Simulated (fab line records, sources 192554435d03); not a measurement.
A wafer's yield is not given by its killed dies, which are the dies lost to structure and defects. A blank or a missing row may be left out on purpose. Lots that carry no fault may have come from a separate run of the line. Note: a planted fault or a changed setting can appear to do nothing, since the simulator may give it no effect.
fab line records | flow n5_finfet
record lots=7 | wafers=39
route steps=1938 shown MOL_CONTACT_COAG@599
start_h: hours from the record's opening day to when the first of the lot's shown wafers began | wait_h: hours since the lot's step before | " the same as in the row above | L1.1+2: a row that stands for several wafers | - no value, or no start given | * or withheld: withheld | < > ~ a bound
route shown NAME@n: NAME is a module with steps in the file, n the number in the route of the first one | usual: average and standard deviation across the fault-free wafers | same: alike in all rows | chamber/n: place in a boat | sites: per-site readings | _std_site: the standard deviation of these | _edge_site: the outer-site mean with the inner-site mean subtracted | radius_mm: how far each site lies from the wafer's centre | mask NAME#n: copy n | behind: tool/chamber where the wafer was last shaped | hold: reason for holding the lot/hours on hold/outcome of the hold | device: names the non-switching transistor (n, p or np) | end of line: tests run on the same wafers once the route is complete | for a step that has no rows: nothing shown but its recipe | killed: the dies lost at the first sort to structure and to defects; this is not the yield of the wafer | map: a wafer's dies, x killed, . not, _ none there
set.NAME: the setting that was run; set.NAME@STEP: the one run at that earlier step | model.NAME: the simulator's own value behind a step, which no gauge read
lots where settings were altered on purpose, with a table for each step and a row for each wafer
## steps
# step N5_MOL_CONTACT_COAG_EXPOSE_37
# recipe mask_id=VD | na=0.33 | source_shape=annular | sigma_inner=0.3 | sigma_outer=0.7 | polarization=unpolarized | defocus_nm=0 | dose_mj=62
lot.wafer  | tool           | chamber | start_h | wait_h | mask | set.dose_mj
L074.1+2+3 | euv_scanner-01 | 0       | 102.15  | -      | VD#0 | 62
L074.4+5+6 | "              | 0       | "       | "      | VD#0 | 57.35
L077.1+2+5 | euv_scanner-01 | 0       | 118.75  | -      | VD#0 | 66.43
L077.3+4+6 | "              | 0       | "       | "      | VD#0 | 62
L085.1+3+6 | euv_scanner-02 | 0       | 170.18  | -      | VD#0 | 64.33
L085.2+4+5 | "              | 0       | "       | "      | VD#0 | 62
L088.1+2+6 | euv_scanner-02 | 0       | 188.26  | -      | VD#0 | 62
L088.3+4+5 | "              | 0       | "       | "      | VD#0 | 65.32
L090.1+3+6 | euv_scanner-02 | 0       | 196.87  | -      | VD#0 | 62
L090.2+4+5 | "              | 0       | "       | "      | VD#0 | 58.73
L092.1+2+6 | euv_scanner-01 | 0       | 207.72  | -      | VD#0 | 62
L092.3+4+5 | "              | 0       | "       | "      | VD#0 | 58.49
L095.1+2+6 | euv_scanner-01 | 0       | 228.16  | -      | VD#0 | 62
# step N5_MOL_CONTACT_COAG_PEB_38
# recipe peb_temp_c=100 | peb_time_s=60 | resist=CAR-EUV
# step N5_MOL_CONTACT_COAG_DEVELOP_39
# recipe develop_time_s=30 | developer=TMAH | resist=CAR-EUV | rinse_liquid=surfactant_rinse | dry=air_spin | dev_temp_c=23
# step N5_MOL_CONTACT_COAG_CD_MEAS_40
# recipe target_cd_nm=25.1 | landing_energy_ev=500 | detector=se_inlens | polarity=opening
# usual cd_nm=25.07/0.26
lot.wafer | tool      | chamber | start_h | wait_h | set.dose_mj@MOL_CONTACT_COAG_EXPOSE_37 | cd_nm
L074.1    | cd_sem-02 | 0       | 102.30  | -      | 62                                     | 24.92
L074.2    | "         | 0       | "       | "      | 62                                     | 25.06
L074.3    | "         | 0       | "       | "      | 62                                     | 25.31
L074.4    | "         | 0       | "       | "      | 57.35                                  | 23.76
L074.5    | "         | 0       | "       | "      | 57.35                                  | 23.74
L074.6    | "         | 0       | "       | "      | 57.35                                  | 23.77
L077.1    | cd_sem-02 | 0       | 118.89  | -      | 66.43                                  | 27.16
L077.2    | "         | 0       | "       | "      | 66.43                                  | 26.25
L077.3    | "         | 0       | "       | "      | 62                                     | 25.22
L077.4    | "         | 0       | "       | "      | 62                                     | 24.56
L077.5    | "         | 0       | "       | "      | 66.43                                  | 26.47
L077.6    | "         | 0       | "       | "      | 62                                     | 25.35
L085.1    | cd_sem-02 | 0       | 170.33  | -      | 64.33                                  | 25.69
L085.2    | "         | 0       | "       | "      | 62                                     | 25.29
L085.3    | "         | 0       | "       | "      | 64.33                                  | 25.04
L085.4    | "         | 0       | "       | "      | 62                                     | 25.05
L085.5    | "         | 0       | "       | "      | 62                                     | 25.20
L085.6    | "         | 0       | "       | "      | 64.33                                  | 25.72
L088.1    | cd_sem-03 | 0       | 188.41  | -      | 62                                     | 25.41
L088.2    | "         | 0       | "       | "      | 62                                     | 25.26
L088.3    | "         | 0       | "       | "      | 65.32                                  | 25.96
L088.4    | "         | 0       | "       | "      | 65.32                                  | 25.91
L088.5    | "         | 0       | "       | "      | 65.32                                  | 25.84
L088.6    | "         | 0       | "       | "      | 62                                     | 24.65
L090.1    | cd_sem-02 | 0       | 197.01  | -      | 62                                     | 25.28
L090.2    | "         | 0       | "       | "      | 58.73                                  | 23.97
L090.3    | "         | 0       | "       | "      | 62                                     | 25.79
L090.4    | "         | 0       | "       | "      | 58.73                                  | 24.27
L090.5    | "         | 0       | "       | "      | 58.73                                  | 24.18
L090.6    | "         | 0       | "       | "      | 62                                     | 24.86
L092.1    | cd_sem-03 | 0       | 207.86  | -      | 62                                     | 25.11
L092.2    | "         | 0       | "       | "      | 62                                     | 25.14
L092.3    | "         | 0       | "       | "      | 58.49                                  | 24.30
L092.4    | "         | 0       | "       | "      | 58.49                                  | 23.94
L092.5    | "         | 0       | "       | "      | 58.49                                  | 23.63
L092.6    | "         | 0       | "       | "      | 62                                     | 25.33
L095.1    | cd_sem-01 | 0       | 228.30  | -      | 62                                     | 25.16
L095.2    | "         | 0       | "       | "      | 62                                     | 24.39
L095.6    | "         | 0       | "       | "      | 62                                     | 24.78
## key
split step=N5_MOL_CONTACT_COAG_EXPOSE_37 | setting=dose_mj | stated=62 | by=wafer
response step=N5_MOL_CONTACT_COAG_CD_MEAS_40 | reading=cd_nm | change=+0.19 | per=1% | r=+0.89
